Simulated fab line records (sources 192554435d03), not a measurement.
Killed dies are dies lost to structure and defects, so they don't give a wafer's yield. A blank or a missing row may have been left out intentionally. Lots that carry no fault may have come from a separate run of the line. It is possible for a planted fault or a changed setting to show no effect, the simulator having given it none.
Chamber matching / flow n5_finfet / 3 sister chambers for N5_FIN_SAQP_PECVD_06 on pecvd-01
The step deposits a-Si from SiH4/He, target thk 60 nm, time 48.1 s. 14 wafers are shown with their chamber, then 7 later ones without.

EACH WAFER AND ITS CHAMBER
wafer=L075.1; chamber=1; throttle_valve_pct (%)=17.5; showerhead_plenum_p_Torr (Torr)=5.59; showerhead_vpp_V (V)=627
wafer=L075.2; chamber=2; throttle_valve_pct (%)=16.1; showerhead_plenum_p_Torr (Torr)=5.69; showerhead_vpp_V (V)=618
wafer=L075.3; chamber=2; throttle_valve_pct (%)=15.9; showerhead_plenum_p_Torr (Torr)=5.69; showerhead_vpp_V (V)=624
wafer=L082.2; chamber=0; throttle_valve_pct (%)=19.2; showerhead_plenum_p_Torr (Torr)=5.60; showerhead_vpp_V (V)=670
wafer=L082.4; chamber=1; throttle_valve_pct (%)=17.6; showerhead_plenum_p_Torr (Torr)=5.57; showerhead_vpp_V (V)=619
wafer=L082.5; chamber=0; throttle_valve_pct (%)=19.1; showerhead_plenum_p_Torr (Torr)=5.61; showerhead_vpp_V (V)=661
wafer=L083.3; chamber=2; throttle_valve_pct (%)=16.3; showerhead_plenum_p_Torr (Torr)=5.70; showerhead_vpp_V (V)=612
wafer=L083.4; chamber=0; throttle_valve_pct (%)=19.3; showerhead_plenum_p_Torr (Torr)=5.61; showerhead_vpp_V (V)=656
wafer=L083.5; chamber=1; throttle_valve_pct (%)=17.8; showerhead_plenum_p_Torr (Torr)=5.58; showerhead_vpp_V (V)=627
wafer=L086.2; chamber=2; throttle_valve_pct (%)=16.0; showerhead_plenum_p_Torr (Torr)=5.70; showerhead_vpp_V (V)=613
wafer=L086.3; chamber=0; throttle_valve_pct (%)=19.2; showerhead_plenum_p_Torr (Torr)=5.61; showerhead_vpp_V (V)=659
wafer=L086.6; chamber=2; throttle_valve_pct (%)=16.3; showerhead_plenum_p_Torr (Torr)=5.69; showerhead_vpp_V (V)=625
wafer=L091.1; chamber=0; throttle_valve_pct (%)=19.3; showerhead_plenum_p_Torr (Torr)=5.61; showerhead_vpp_V (V)=665
wafer=L091.4; chamber=1; throttle_valve_pct (%)=17.8; showerhead_plenum_p_Torr (Torr)=5.59; showerhead_vpp_V (V)=633

SIGNATURES (averages over the wafers above)
reading=throttle_valve_pct; chamber 0=19.220; chamber 1=17.675; chamber 2=16.120; scatter within a chamber=0.143
reading=showerhead_plenum_p_Torr; chamber 0=5.6080; chamber 1=5.5825; chamber 2=5.6940; scatter within a chamber=0.00657
reading=showerhead_vpp_V; chamber 0=662.20; chamber 1=626.50; chamber 2=618.40; scatter within a chamber=5.74
Rule: a wafer lies at a distance from a chamber equal to the root of the sum of squares, over the readings, of (its reading less the chamber's mean, divided by the reading's scatter). If the next closest chamber is less than 2 further off than the closest, the wafer can't be placed; otherwise it belongs to the closest. The scatter: the root of (the sum of the squares of (reading less its chamber's mean) over the shown wafers, divided by (wafers less chambers)).

WAFERS WHOSE CHAMBER IS MISSING
wafer=L091.5; throttle_valve_pct (%)=16.0; showerhead_plenum_p_Torr (Torr)=5.70; showerhead_vpp_V (V)=616
wafer=L094.1; throttle_valve_pct (%)=19.1; showerhead_plenum_p_Torr (Torr)=5.61; showerhead_vpp_V (V)=665
wafer=L094.4; throttle_valve_pct (%)=16.3; showerhead_plenum_p_Torr (Torr)=5.68; showerhead_vpp_V (V)=622
wafer=L094.5; throttle_valve_pct (%)=17.7; showerhead_plenum_p_Torr (Torr)=5.58; showerhead_vpp_V (V)=624
wafer=L096.1; throttle_valve_pct (%)=18.1; showerhead_plenum_p_Torr (Torr)=5.59; showerhead_vpp_V (V)=634
wafer=L096.2; throttle_valve_pct (%)=16.0; showerhead_plenum_p_Torr (Torr)=5.71; showerhead_vpp_V (V)=622
wafer=L096.4; throttle_valve_pct (%)=16.2; showerhead_plenum_p_Torr (Torr)=5.69; showerhead_vpp_V (V)=616

CHAMBER TAKEN BY EACH
wafer=L091.5; from the rows above=2; in truth=2
wafer=L094.1; from the rows above=0; in truth=0
wafer=L094.4; from the rows above=2; in truth=2
wafer=L094.5; from the rows above=1; in truth=1
wafer=L096.1; from the rows above=1; in truth=1
wafer=L096.2; from the rows above=2; in truth=2
wafer=L096.4; from the rows above=2; in truth=2
Correctly placed: 7 of 7. From these rows, 0 cannot be placed. Wrongly placed: 0.
